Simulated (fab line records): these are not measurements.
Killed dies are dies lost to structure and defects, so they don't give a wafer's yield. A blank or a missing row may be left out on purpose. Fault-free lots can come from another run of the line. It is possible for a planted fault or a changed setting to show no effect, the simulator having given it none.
Lot-split experiment / flow n5-finfet / route with 1938 steps; 7 lots, 21 wafers read

THE SPLIT
At N5_BEOL_M9_ETCH_62 (etches SOC in N2/H2, target depth 110 nm, overetch 22 nm, time 165 s), the setting source-w was moved away from the recipe's 840 W on 5 of the 21 wafers read, by -16.3% to +12.0%. The other wafers ran this setting at the recipe's value.

The reading is taken at the split's own step.

THE READING
rf-vpp-V, in V, at N5_BEOL_M9_ETCH_62 (etches SOC in N2/H2, target depth 110 nm, overetch 22 nm, time 165 s). On this fab line, fault-free wafers typically give 526.0 V with a standard deviation of 2.5 V.

wafer=L076.1; tool, chamber at the split=rie-diel-02, 0; source-w as run, W=840; against the recipe=recipe; rf-vpp-V, V=526.4; against lot-mates on the recipe=-
wafer=L076.3; tool, chamber at the split=rie-diel-02, 3; source-w as run, W=840; against the recipe=recipe; rf-vpp-V, V=527.2; against lot-mates on the recipe=-
wafer=L076.6; tool, chamber at the split=rie-diel-02, 1; source-w as run, W=840; against the recipe=recipe; rf-vpp-V, V=529.3; against lot-mates on the recipe=-
wafer=L082.2; tool, chamber at the split=rie-diel-05, 0; source-w as run, W=940.6; against the recipe=+12.0%; rf-vpp-V, V=499.7; against lot-mates on the recipe=-25.1
wafer=L082.4; tool, chamber at the split=rie-diel-05, 3; source-w as run, W=840; against the recipe=recipe; rf-vpp-V, V=528.2; against lot-mates on the recipe=-
wafer=L082.5; tool, chamber at the split=rie-diel-05, 0; source-w as run, W=840; against the recipe=recipe; rf-vpp-V, V=521.3; against lot-mates on the recipe=-
wafer=L088.1; tool, chamber at the split=rie-diel-02, 2; source-w as run, W=840; against the recipe=recipe; rf-vpp-V, V=528.0; against lot-mates on the recipe=-
wafer=L088.3; tool, chamber at the split=rie-diel-02, 3; source-w as run, W=840; against the recipe=recipe; rf-vpp-V, V=527.0; against lot-mates on the recipe=-
wafer=L088.4; tool, chamber at the split=rie-diel-02, 0; source-w as run, W=840; against the recipe=recipe; rf-vpp-V, V=524.9; against lot-mates on the recipe=-
wafer=L090.1; tool, chamber at the split=rie-diel-02, 2; source-w as run, W=916.6; against the recipe=+9.1%; rf-vpp-V, V=512.4; against lot-mates on the recipe=-14.9
wafer=L090.2; tool, chamber at the split=rie-diel-02, 3; source-w as run, W=840; against the recipe=recipe; rf-vpp-V, V=526.1; against lot-mates on the recipe=-
wafer=L090.3; tool, chamber at the split=rie-diel-02, 1; source-w as run, W=840; against the recipe=recipe; rf-vpp-V, V=528.4; against lot-mates on the recipe=-
wafer=L091.3; tool, chamber at the split=rie-diel-02, 1; source-w as run, W=703.1; against the recipe=-16.3%; rf-vpp-V, V=560.2; against lot-mates on the recipe=+33.2
wafer=L091.4; tool, chamber at the split=rie-diel-02, 0; source-w as run, W=840; against the recipe=recipe; rf-vpp-V, V=526.2; against lot-mates on the recipe=-
wafer=L091.6; tool, chamber at the split=rie-diel-02, 1; source-w as run, W=840; against the recipe=recipe; rf-vpp-V, V=527.9; against lot-mates on the recipe=-
wafer=L092.1; tool, chamber at the split=rie-diel-02, 2; source-w as run, W=840; against the recipe=recipe; rf-vpp-V, V=528.9; against lot-mates on the recipe=-
wafer=L092.3; tool, chamber at the split=rie-diel-02, 1; source-w as run, W=840; against the recipe=recipe; rf-vpp-V, V=528.1; against lot-mates on the recipe=-
wafer=L092.4; tool, chamber at the split=rie-diel-02, 3; source-w as run, W=840; against the recipe=recipe; rf-vpp-V, V=527.0; against lot-mates on the recipe=-
wafer=L096.2; tool, chamber at the split=rie-diel-02, 3; source-w as run, W=840; against the recipe=recipe; rf-vpp-V, V=525.8; against lot-mates on the recipe=-
wafer=L096.3; tool, chamber at the split=rie-diel-02, 2; source-w as run, W=900.8; against the recipe=+7.2%; rf-vpp-V, V=517.3; against lot-mates on the recipe=-8.5
wafer=L096.5; tool, chamber at the split=rie-diel-02, 3; source-w as run, W=900.8; against the recipe=+7.2%; rf-vpp-V, V=515.4; against lot-mates on the recipe=-10.4

THE FIT
A straight line over all 21 wafers: rf-vpp-V changes by -1.94 V for each +1% of source-w; r = -0.98; the points scatter about the line by 2.4 V.
The same after taking each lot's own level away (the mean of its wafers on the recipe; 21 wafers): -1.88 V for each +1%; r = -0.98; scatter 2.2 V.
According to that fit, moving source-w by its largest amount changes the reading by 31 V.
The span of the lots' own levels, 524.75 to 528.00 V, comes to 1.3 times the standard deviation stated above.
Consequently the slope shifts little with the lot-to-lot level, the two slopes agreeing.
Check: +28.6 V against its lot-mates is what the line predicts for one of the wafers moved furthest among these (-16.3%) when that wafer is left out of the fit. Against them it came out at +33.2 V.
Tool readings at the split's step, against how far the setting was moved: rf-vpp-V r = -0.98.

ADDITIONAL SPLITS CARRIED BY THESE WAFERS
Before the reading, these wafers also passed through other splits. Each is held against what the fit with the lots' levels taken away leaves over:
other split on the same wafers=N5_BEOL_M8_ETCH_65 source-w; wafers away from the commonest value=4; r with rf-vpp-V (lot level and that fit taken away)=+0.47
other split on the same wafers=N5_BEOL_M9_DESCUM_16 time-s; wafers away from the commonest value=8; r with rf-vpp-V (lot level and that fit taken away)=-0.46

FILE'S OWN FIT
rf-vpp-V changes by -1.91 V for each +1% of source-w, r = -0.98.
